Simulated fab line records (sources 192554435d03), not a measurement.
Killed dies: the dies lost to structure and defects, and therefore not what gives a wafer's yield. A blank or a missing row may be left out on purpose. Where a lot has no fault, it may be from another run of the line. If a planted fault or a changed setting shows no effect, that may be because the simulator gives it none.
Matching of chambers || flow n5_finfet || rie_diel-03 running N5_BEOL_M14_ETCH_67: 3 sister chambers
The step etches SiARC in CF4, target depth 143 nm, time 238.3 s. 6 wafers are shown with their chamber, then 7 later ones without.

EACH WAFER AND ITS CHAMBER
{"wafer": "L832.2", "chamber": 3, "showerhead_plenum_p_Torr (Torr)": 2.14, "throttle_valve_pct (%)": 15.85}
{"wafer": "L845.3", "chamber": 3, "showerhead_plenum_p_Torr (Torr)": 2.13, "throttle_valve_pct (%)": 15.92}
{"wafer": "L845.4", "chamber": 2, "showerhead_plenum_p_Torr (Torr)": 2.12, "throttle_valve_pct (%)": 15.80}
{"wafer": "L845.5", "chamber": 0, "showerhead_plenum_p_Torr (Torr)": 2.26, "throttle_valve_pct (%)": 15.60}
{"wafer": "L846.4", "chamber": 0, "showerhead_plenum_p_Torr (Torr)": 2.26, "throttle_valve_pct (%)": 15.61}
{"wafer": "L846.5", "chamber": 2, "showerhead_plenum_p_Torr (Torr)": 2.12, "throttle_valve_pct (%)": 15.82}

WAFERS MISSING THEIR CHAMBER
{"wafer": "L846.6", "showerhead_plenum_p_Torr (Torr)": 2.13, "throttle_valve_pct (%)": 15.91}
{"wafer": "L850.2", "showerhead_plenum_p_Torr (Torr)": 2.25, "throttle_valve_pct (%)": 15.63}
{"wafer": "L850.4", "showerhead_plenum_p_Torr (Torr)": 2.11, "throttle_valve_pct (%)": 15.82}
{"wafer": "L850.6", "showerhead_plenum_p_Torr (Torr)": 2.25, "throttle_valve_pct (%)": 15.61}
{"wafer": "L848.1", "showerhead_plenum_p_Torr (Torr)": 2.11, "throttle_valve_pct (%)": 15.83}
{"wafer": "L848.4", "showerhead_plenum_p_Torr (Torr)": 2.11, "throttle_valve_pct (%)": 15.82}
{"wafer": "L848.6", "showerhead_plenum_p_Torr (Torr)": 2.25, "throttle_valve_pct (%)": 15.63}

EACH ONE'S CHAMBER
{"wafer": "L846.6", "from the rows above": 3, "in truth": 3}
{"wafer": "L850.2", "from the rows above": 0, "in truth": 0}
{"wafer": "L850.4", "from the rows above": 2, "in truth": 2}
{"wafer": "L850.6", "from the rows above": 0, "in truth": 0}
{"wafer": "L848.1", "from the rows above": 2, "in truth": 2}
{"wafer": "L848.4", "from the rows above": 2, "in truth": 2}
{"wafer": "L848.6", "from the rows above": 0, "in truth": 0}
Correctly placed: 7 of 7. Not placeable from these rows: 0. Placed wrongly: 0.
How it was worked out, from the rows above alone: a wafer's distance from a chamber is the root of the sum, over the readings, of the square of ((its reading less the chamber's mean) divided by the reading's scatter). If the next closest chamber is less than 2 further off than the closest, the wafer can't be placed; otherwise it belongs to the closest. A chamber's mean is the mean of its shown wafers. How the scatter is found: for the shown wafers, subtract from each reading the mean of its chamber, square and add these, divide the total by (wafers less chambers), then take the root.
